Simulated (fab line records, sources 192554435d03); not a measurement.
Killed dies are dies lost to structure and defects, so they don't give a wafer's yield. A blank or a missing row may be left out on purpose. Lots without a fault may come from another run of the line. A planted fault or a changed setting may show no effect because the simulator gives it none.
Chamber matching | flow n5_finfet | N5_BEOL_M14_STRIP_37 on rie_diel-04: 4 sister chambers
The step strips in O2. 22 wafers are shown with their chamber, then 11 later ones without.

WAFERS WITH THEIR CHAMBER
wafer  | chamber | showerhead_plenum_p_Torr (Torr) | drypump_motor_current_A (A) | throttle_valve_pct (%)
L075.3 | 0       | 2.25                            | 5.5                         | 16.46
L075.4 | 1       | 2.13                            | 5.8                         | 16.78
L075.6 | 1       | 2.13                            | 5.8                         | 16.76
L078.1 | 2       | 2.12                            | 4.7                         | 16.65
L078.2 | 1       | 2.13                            | 5.8                         | 16.76
L078.4 | 0       | 2.25                            | 5.6                         | 16.47
L083.2 | 3       | 2.15                            | 5.7                         | 16.80
L083.3 | 0       | 2.24                            | 5.5                         | 16.45
L083.4 | 0       | 2.24                            | 5.6                         | 16.46
L084.4 | 2       | 2.11                            | 4.7                         | 16.71
L084.5 | 0       | 2.24                            | 5.6                         | 16.49
L084.6 | 1       | 2.12                            | 5.8                         | 16.76
L085.3 | 0       | 2.24                            | 5.5                         | 16.49
L085.4 | 3       | 2.15                            | 5.6                         | 16.39
L085.5 | 1       | 2.12                            | 5.8                         | 16.82
L089.1 | 2       | 2.11                            | 4.7                         | 16.73
L089.2 | 1       | 2.12                            | 5.7                         | 16.80
L089.6 | 2       | 2.11                            | 4.7                         | 16.70
L090.1 | 1       | 2.12                            | 5.8                         | 16.83
L090.2 | 3       | 2.15                            | 5.6                         | 16.43
L090.4 | 3       | 2.15                            | 5.7                         | 16.43
L091.4 | 0       | 2.23                            | 5.6                         | 16.53

SIGNATURES (means of the wafers above)
reading                  | chamber 0 | chamber 1 | chamber 2 | chamber 3 | scatter within a chamber
showerhead_plenum_p_Torr | 2.2414    | 2.1243    | 2.1125    | 2.1500    | 0.00544
drypump_motor_current_A  | 5.557     | 5.786     | 4.700     | 5.650     | 0.0445
throttle_valve_pct       | 16.4786   | 16.7871   | 16.6975   | 16.5125   | 0.0832
Rule: a wafer's distance from a chamber is the root of the sum, over the readings, of the square of ((its reading less the chamber's mean) divided by the reading's scatter). The wafer belongs to the nearest chamber; if the next one is less than 2 further off, it can't be placed. The scatter: the root of (the sum of the squares of (reading less its chamber's mean) over the shown wafers, divided by (wafers less chambers)).

WAFERS WITHOUT THEIR CHAMBER
wafer  | showerhead_plenum_p_Torr (Torr) | drypump_motor_current_A (A) | throttle_valve_pct (%)
L091.5 | 2.12                            | 5.8                         | 16.83
L091.6 | 2.15                            | 5.7                         | 16.40
L093.1 | 2.15                            | 5.6                         | 16.43
L093.2 | 2.11                            | 5.7                         | 16.85
L093.5 | 2.14                            | 5.6                         | 16.43
L095.4 | 2.11                            | 5.8                         | 16.85
L095.5 | 2.10                            | 4.7                         | 16.74
L095.6 | 2.11                            | 5.8                         | 16.87
L096.3 | 2.14                            | 5.6                         | 16.47
L096.5 | 2.11                            | 5.8                         | 16.85
L096.6 | 2.23                            | 5.6                         | 16.52

WHICH CHAMBER EACH WENT THROUGH
wafer  | from the rows above | in truth
L091.5 | 1                   | 1
L091.6 | 3                   | 3
L093.1 | 3                   | 3
L093.2 | 1                   | 1
L093.5 | 3                   | 3
L095.4 | 1                   | 1
L095.5 | 2                   | 2
L095.6 | 1                   | 1
L096.3 | 3                   | 3
L096.5 | 1                   | 1
L096.6 | 0                   | 0
Placed correctly: 11 of 11. Can't be placed from these rows: 0. Placed wrongly: 0.
